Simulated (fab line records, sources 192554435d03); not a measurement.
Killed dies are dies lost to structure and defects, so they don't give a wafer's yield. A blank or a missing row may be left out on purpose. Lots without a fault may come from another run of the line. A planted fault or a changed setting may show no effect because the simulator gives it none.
Problem report in the 8D (eight disciplines) form, filled by code | flow n5_finfet | the parts of the form that need people (team, actions taken, sign-off) are left out

1. THE PROBLEM
M2_THK at N5_BEOL_M2_THK_MEAS_53 reads a mean of 150.3 nm on 3 wafers of 3 lots; wafers without a fault read 39.5 nm with a standard deviation of 1.3. That is +85 standard deviations from the usual mean.
The step: measures by xrf.
First seen on wafer L723.2, day 9 02:56, on film_metro-01. The record holds 27 wafers of 10 lots with a number at this step. Rule for "out", or "out of limits": more than 4 standard deviations from the usual mean. The other wafers with a number count as sound.

2. WHAT IT IS AND WHAT IT IS NOT
question                    | is                           | is not
which readings at this step | M2_THK                       | -
which lots                  | L723, L726, L730             | L715, L719, L733, L734, L735, L737, L738
which wafers of those lots  | L723.2, L726.2, L730.2       | L723.1, L726.5, L730.1
read on which gauges        | film_metro-01, film_metro-02 | -
when                        | from day 9 02:56             | up to then (7 sound wafers); but 17 sound wafers of L726, L730, L733, L734, L735, L737, L738 came after

3. SUSPECTS, AND WHAT RULES EACH OUT
Counting: a tool at a process step up to the reading stays a suspect if it ran every lot that is out. Sound lots after the first of them don't rule it out here, since some wafers of a struck lot are sound.
- the gauge at N5_BEOL_M2_THK_MEAS_53: ruled out. The wafers that are out were read on 2 gauges (film_metro-01, film_metro-02).
- cmp-02 at N5_BEOL_M2_CMP_52 (polishes, stops on SiOC, t overpolish 6.8 s, target thk 40 nm): kept. It ran every lot that is out, first L723 (day 9 02:40); its last sound lot up to then is L719 (day 8 04:11). Its own readings are out on those wafers: barrier_field_endpoint_s, overpolish_run_s, time_to_endpoint_s.
Left after counting: cmp-02 at N5_BEOL_M2_CMP_52.

4. THE CAUSE (what the simulator had put in)
Process parameter drift: cmp-02, from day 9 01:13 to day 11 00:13, at N5_BEOL_M2_CMP_52. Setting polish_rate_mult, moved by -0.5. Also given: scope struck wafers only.
Counting left only this tool.

5. THE CHAIN OF EFFECTS, in route order
Each row: a reading whose mean over the struck wafers that have a number lies more than 3 standard deviations from the usual. Only readings for which the record gives a usual standard deviation are gone through. hours: the time from each lot's start at the first step in this table that gives one to its start at this step, as a median over the lots. sigmas: the change in usual standard deviations.
hours | step                    | reading                  | usual   | on struck wafers | change | sigmas
0     | N5_BEOL_M2_CMP_52       | barrier_field_endpoint_s | 24.8 s  | 41.2             | +16.4  | +28
0     | N5_BEOL_M2_CMP_52       | overpolish_run_s         | 6.798 s | 0.038            | -6.760 | -99 or more
0     | N5_BEOL_M2_CMP_52       | time_to_endpoint_s       | 62 s    | 81               | +19    | +6.4
0     | N5_BEOL_M2_THK_MEAS_53  | M2_THK                   | 39.5 nm | 150.3            | +110.8 | +85
1     | N5_BEOL_M2_INSPECT_59   | raw_defect_count         | 71      | 5866             | +5795  | +99 or more
134   | N5_PASSIVATION_PROBE_49 | defect_limited_yield     | 91.4 %  | 0.0              | -91.4  | -70
134   | N5_PASSIVATION_PROBE_49 | killed_at_M0_to_M3       | 34      | 1113             | +1079  | +99 or more
134   | N5_PASSIVATION_PROBE_49 | killed_dies              | 101     | 1180             | +1079  | +72
134   | N5_PASSIVATION_PROBE_49 | killed_on_rim            | 13      | 152              | +139   | +36
134   | N5_PASSIVATION_PROBE_49 | sort_n_pass              | 1079    | 0                | -1079  | -72
134   | N5_PASSIVATION_PROBE_49 | sort_yield_pct           | 91.4 %  | 0.0              | -91.4  | -70
The process steps in it:
- N5_BEOL_M2_CMP_52: polishes, stops on SiOC, t overpolish 6.8 s, target thk 40 nm.
- N5_PASSIVATION_PROBE_49

6. WHAT WOULD HAVE CAUGHT IT SOONER
In this record the first reading out of limits at a measuring or inspecting step was taken at day 9 02:56, 2 hours after the fault began at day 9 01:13.
The tool's own readings at N5_BEOL_M2_CMP_52 were out on every struck wafer that the step has a row for (barrier_field_endpoint_s, overpolish_run_s, time_to_endpoint_s): an alarm limit on them would have fired on the first of those.
Of the lots that are out (3), L726, L730 began N5_BEOL_M2_CMP_52 on cmp-02 after day 9 02:56. A hold on the tool at that time would have spared those 2.
